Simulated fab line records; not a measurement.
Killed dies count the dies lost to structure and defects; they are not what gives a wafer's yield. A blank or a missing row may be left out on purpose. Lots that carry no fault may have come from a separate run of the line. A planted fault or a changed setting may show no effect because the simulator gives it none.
Lot-split experiment || flow n5_finfet || 39 wafers read from 7 lots, route of 1938 steps

== THE SPLIT ==
At N5_BEOL_M6_DESCUM_33 (chemistry O2, time 7 s), the setting time_s was moved away from the recipe's 7 s on 12 of the 39 wafers read, by -58.7% to +57.4%. For the rest of the wafers, this setting stayed at what the recipe calls for.

Reading taken at the split's own step.

== THE READING ==
CAR-EUV_of_BEOL_M6_COAT_22.thk_nm (the simulator's own value, which no gauge read), in nm, at N5_BEOL_M6_DESCUM_33 (chemistry O2, time 7 s). The file does not state a usual value for it. Across the 27 wafers here that went through the recipe, the average is 26.0 nm and the standard deviation 0.13 nm.

{"wafer": "L086.1", "tool, chamber at the split": "rie_diel-03, 3,1,0", "time_s as run, s": 11.02, "against the recipe": "+57.4%", "CAR-EUV_of_BEOL_M6_COAT_22.thk_nm, nm": 24, "against lot-mates on the recipe": -1.9}
{"wafer": "L086.5", "tool, chamber at the split": "rie_diel-03, 3,1,0", "time_s as run, s": 11.02, "against the recipe": "+57.4%", "CAR-EUV_of_BEOL_M6_COAT_22.thk_nm, nm": 24, "against lot-mates on the recipe": -1.9}
{"wafer": "L086.6", "tool, chamber at the split": "rie_diel-03, 3,1,0", "time_s as run, s": 11.02, "against the recipe": "+57.4%", "CAR-EUV_of_BEOL_M6_COAT_22.thk_nm, nm": 24, "against lot-mates on the recipe": -1.9}
{"wafer": "L086.2", "tool, chamber at the split": "rie_diel-03, 1,0", "time_s as run, s": 7, "against the recipe": "recipe", "CAR-EUV_of_BEOL_M6_COAT_22.thk_nm, nm": 26, "against lot-mates on the recipe": "-"}
{"wafer": "L086.3", "tool, chamber at the split": "rie_diel-03, 1,0", "time_s as run, s": 7, "against the recipe": "recipe", "CAR-EUV_of_BEOL_M6_COAT_22.thk_nm, nm": 26, "against lot-mates on the recipe": "-"}
{"wafer": "L086.4", "tool, chamber at the split": "rie_diel-03, 3", "time_s as run, s": 7, "against the recipe": "recipe", "CAR-EUV_of_BEOL_M6_COAT_22.thk_nm, nm": 25.8, "against lot-mates on the recipe": "-"}
{"wafer": "L085.1", "tool, chamber at the split": "rie_diel-04, 2,3", "time_s as run, s": 7, "against the recipe": "recipe", "CAR-EUV_of_BEOL_M6_COAT_22.thk_nm, nm": 25.8, "against lot-mates on the recipe": "-"}
{"wafer": "L085.4", "tool, chamber at the split": "rie_diel-04, 2,3", "time_s as run, s": 7, "against the recipe": "recipe", "CAR-EUV_of_BEOL_M6_COAT_22.thk_nm, nm": 25.8, "against lot-mates on the recipe": "-"}
{"wafer": "L085.2", "tool, chamber at the split": "rie_diel-04, 3", "time_s as run, s": 7, "against the recipe": "recipe", "CAR-EUV_of_BEOL_M6_COAT_22.thk_nm, nm": 26, "against lot-mates on the recipe": "-"}
{"wafer": "L085.3", "tool, chamber at the split": "rie_diel-04, 1", "time_s as run, s": 2.894, "against the recipe": "-58.7%", "CAR-EUV_of_BEOL_M6_COAT_22.thk_nm, nm": 27.8, "against lot-mates on the recipe": "+1.9"}
{"wafer": "L085.5", "tool, chamber at the split": "rie_diel-04, 1", "time_s as run, s": 2.894, "against the recipe": "-58.7%", "CAR-EUV_of_BEOL_M6_COAT_22.thk_nm, nm": 27.8, "against lot-mates on the recipe": "+1.9"}
{"wafer": "L085.6", "tool, chamber at the split": "rie_diel-04, 2", "time_s as run, s": 2.894, "against the recipe": "-58.7%", "CAR-EUV_of_BEOL_M6_COAT_22.thk_nm, nm": 28, "against lot-mates on the recipe": "+2.1"}
{"wafer": "L087.1", "tool, chamber at the split": "rie_diel-04, 1", "time_s as run, s": 8.085, "against the recipe": "+15.5%", "CAR-EUV_of_BEOL_M6_COAT_22.thk_nm, nm": 25.4, "against lot-mates on the recipe": -0.7}
{"wafer": "L087.2", "tool, chamber at the split": "rie_diel-04, 3", "time_s as run, s": 7, "against the recipe": "recipe", "CAR-EUV_of_BEOL_M6_COAT_22.thk_nm, nm": 26.2, "against lot-mates on the recipe": "-"}
{"wafer": "L087.6", "tool, chamber at the split": "rie_diel-04, 3", "time_s as run, s": 7, "against the recipe": "recipe", "CAR-EUV_of_BEOL_M6_COAT_22.thk_nm, nm": 26.2, "against lot-mates on the recipe": "-"}
{"wafer": "L087.3", "tool, chamber at the split": "rie_diel-04, 2", "time_s as run, s": 8.085, "against the recipe": "+15.5%", "CAR-EUV_of_BEOL_M6_COAT_22.thk_nm, nm": 25.6, "against lot-mates on the recipe": -0.5}
{"wafer": "L087.4", "tool, chamber at the split": "rie_diel-04, 2", "time_s as run, s": 8.085, "against the recipe": "+15.5%", "CAR-EUV_of_BEOL_M6_COAT_22.thk_nm, nm": 25.6, "against lot-mates on the recipe": -0.5}
{"wafer": "L087.5", "tool, chamber at the split": "rie_diel-04, 1", "time_s as run, s": 7, "against the recipe": "recipe", "CAR-EUV_of_BEOL_M6_COAT_22.thk_nm, nm": 26, "against lot-mates on the recipe": "-"}
{"wafer": "L089.1", "tool, chamber at the split": "rie_diel-04, 2,3,0,1,1", "time_s as run, s": 7, "against the recipe": "recipe", "CAR-EUV_of_BEOL_M6_COAT_22.thk_nm, nm": 26.2, "against lot-mates on the recipe": "-"}
{"wafer": "L089.2", "tool, chamber at the split": "rie_diel-04, 2,3,0,1,1", "time_s as run, s": 7, "against the recipe": "recipe", "CAR-EUV_of_BEOL_M6_COAT_22.thk_nm, nm": 26.2, "against lot-mates on the recipe": "-"}
{"wafer": "L089.3", "tool, chamber at the split": "rie_diel-04, 2,3,0,1,1", "time_s as run, s": 7, "against the recipe": "recipe", "CAR-EUV_of_BEOL_M6_COAT_22.thk_nm, nm": 26.2, "against lot-mates on the recipe": "-"}
{"wafer": "L089.4", "tool, chamber at the split": "rie_diel-04, 2,3,0,1,1", "time_s as run, s": 7, "against the recipe": "recipe", "CAR-EUV_of_BEOL_M6_COAT_22.thk_nm, nm": 26.2, "against lot-mates on the recipe": "-"}
{"wafer": "L089.6", "tool, chamber at the split": "rie_diel-04, 2,3,0,1,1", "time_s as run, s": 7, "against the recipe": "recipe", "CAR-EUV_of_BEOL_M6_COAT_22.thk_nm, nm": 26.2, "against lot-mates on the recipe": "-"}
{"wafer": "L089.5", "tool, chamber at the split": "rie_diel-04, 0", "time_s as run, s": 7, "against the recipe": "recipe", "CAR-EUV_of_BEOL_M6_COAT_22.thk_nm, nm": 26, "against lot-mates on the recipe": "-"}
{"wafer": "L092.1", "tool, chamber at the split": "rie_diel-02, 3,2", "time_s as run, s": 7, "against the recipe": "recipe", "CAR-EUV_of_BEOL_M6_COAT_22.thk_nm, nm": 26.2, "against lot-mates on the recipe": "-"}
{"wafer": "L092.3", "tool, chamber at the split": "rie_diel-02, 3,2", "time_s as run, s": 7, "against the recipe": "recipe", "CAR-EUV_of_BEOL_M6_COAT_22.thk_nm, nm": 26.2, "against lot-mates on the recipe": "-"}
{"wafer": "L092.5", "tool, chamber at the split": "rie_diel-02, 1", "time_s as run, s": 7, "against the recipe": "recipe", "CAR-EUV_of_BEOL_M6_COAT_22.thk_nm, nm": 26, "against lot-mates on the recipe": "-"}
{"wafer": "L094.1", "tool, chamber at the split": "rie_diel-03, 1,3,0", "time_s as run, s": 7, "against the recipe": "recipe", "CAR-EUV_of_BEOL_M6_COAT_22.thk_nm, nm": 26, "against lot-mates on the recipe": "-"}
{"wafer": "L094.3", "tool, chamber at the split": "rie_diel-03, 1,3,0", "time_s as run, s": 7, "against the recipe": "recipe", "CAR-EUV_of_BEOL_M6_COAT_22.thk_nm, nm": 26, "against lot-mates on the recipe": "-"}
{"wafer": "L094.6", "tool, chamber at the split": "rie_diel-03, 1,3,0", "time_s as run, s": 7, "against the recipe": "recipe", "CAR-EUV_of_BEOL_M6_COAT_22.thk_nm, nm": 26, "against lot-mates on the recipe": "-"}
{"wafer": "L094.2", "tool, chamber at the split": "rie_diel-03, 0", "time_s as run, s": 4.448, "against the recipe": "-36.5%", "CAR-EUV_of_BEOL_M6_COAT_22.thk_nm, nm": 27.2, "against lot-mates on the recipe": "+1.2"}
{"wafer": "L094.4", "tool, chamber at the split": "rie_diel-03, 2,1", "time_s as run, s": 4.448, "against the recipe": "-36.5%", "CAR-EUV_of_BEOL_M6_COAT_22.thk_nm, nm": 27.4, "against lot-mates on the recipe": "+1.4"}
{"wafer": "L094.5", "tool, chamber at the split": "rie_diel-03, 2,1", "time_s as run, s": 4.448, "against the recipe": "-36.5%", "CAR-EUV_of_BEOL_M6_COAT_22.thk_nm, nm": 27.4, "against lot-mates on the recipe": "+1.4"}
{"wafer": "L095.1", "tool, chamber at the split": "rie_diel-04, 0,2,3,2,3,0", "time_s as run, s": 7, "against the recipe": "recipe", "CAR-EUV_of_BEOL_M6_COAT_22.thk_nm, nm": 26, "against lot-mates on the recipe": "-"}
{"wafer": "L095.2", "tool, chamber at the split": "rie_diel-04, 0,2,3,2,3,0", "time_s as run, s": 7, "against the recipe": "recipe", "CAR-EUV_of_BEOL_M6_COAT_22.thk_nm, nm": 26, "against lot-mates on the recipe": "-"}
{"wafer": "L095.3", "tool, chamber at the split": "rie_diel-04, 0,2,3,2,3,0", "time_s as run, s": 7, "against the recipe": "recipe", "CAR-EUV_of_BEOL_M6_COAT_22.thk_nm, nm": 26, "against lot-mates on the recipe": "-"}
{"wafer": "L095.4", "tool, chamber at the split": "rie_diel-04, 0,2,3,2,3,0", "time_s as run, s": 7, "against the recipe": "recipe", "CAR-EUV_of_BEOL_M6_COAT_22.thk_nm, nm": 26, "against lot-mates on the recipe": "-"}
{"wafer": "L095.5", "tool, chamber at the split": "rie_diel-04, 0,2,3,2,3,0", "time_s as run, s": 7, "against the recipe": "recipe", "CAR-EUV_of_BEOL_M6_COAT_22.thk_nm, nm": 26, "against lot-mates on the recipe": "-"}
{"wafer": "L095.6", "tool, chamber at the split": "rie_diel-04, 0,2,3,2,3,0", "time_s as run, s": 7, "against the recipe": "recipe", "CAR-EUV_of_BEOL_M6_COAT_22.thk_nm, nm": 26, "against lot-mates on the recipe": "-"}
The file does not say which wafer passed through which chamber wherever a row lists several chambers: such a row stands for several wafers.

THE FIT
A straight line over all 39 wafers: CAR-EUV_of_BEOL_M6_COAT_22.thk_nm changes by -0.0336 nm for each +1% of time_s; r = -0.99; the points scatter about the line by 0.13 nm.
The same after taking each lot's own level away (the mean of its wafers on the recipe; 39 wafers): -0.0344 nm for each +1%; r = -1.00; scatter 0.084 nm.
Per that fit: largest time_s move, reading shift of 2 nm.
Measured against the standard deviation above, the lots' own levels, which go from 25.87 to 26.17 nm, span 2.4 times it.
Hence the lot-to-lot level has little effect on the slope; both slopes agree.
Check: +2.04 nm against its lot-mates is what the line predicts for one of the wafers moved furthest among these (-58.7%) when that wafer is left out of the fit. It came out at +1.93 nm against them.

== OTHER SPLITS ON THESE WAFERS ==
Note: prior to the reading, these wafers also went through further splits. Each is held against what the fit with the lots' levels taken away leaves over:
{"other split on the same wafers": "N5_BEOL_M4_TRENCH_ETCH_37 target_depth_a", "wafers away from the commonest value": 12, "r with CAR-EUV_of_BEOL_M6_COAT_22.thk_nm (lot level and that fit taken away)": "+0.16"}

== FILE'S OWN FIT ==
CAR-EUV_of_BEOL_M6_COAT_22.thk_nm changes by -0.0345 nm for each +1% of time_s, r = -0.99.
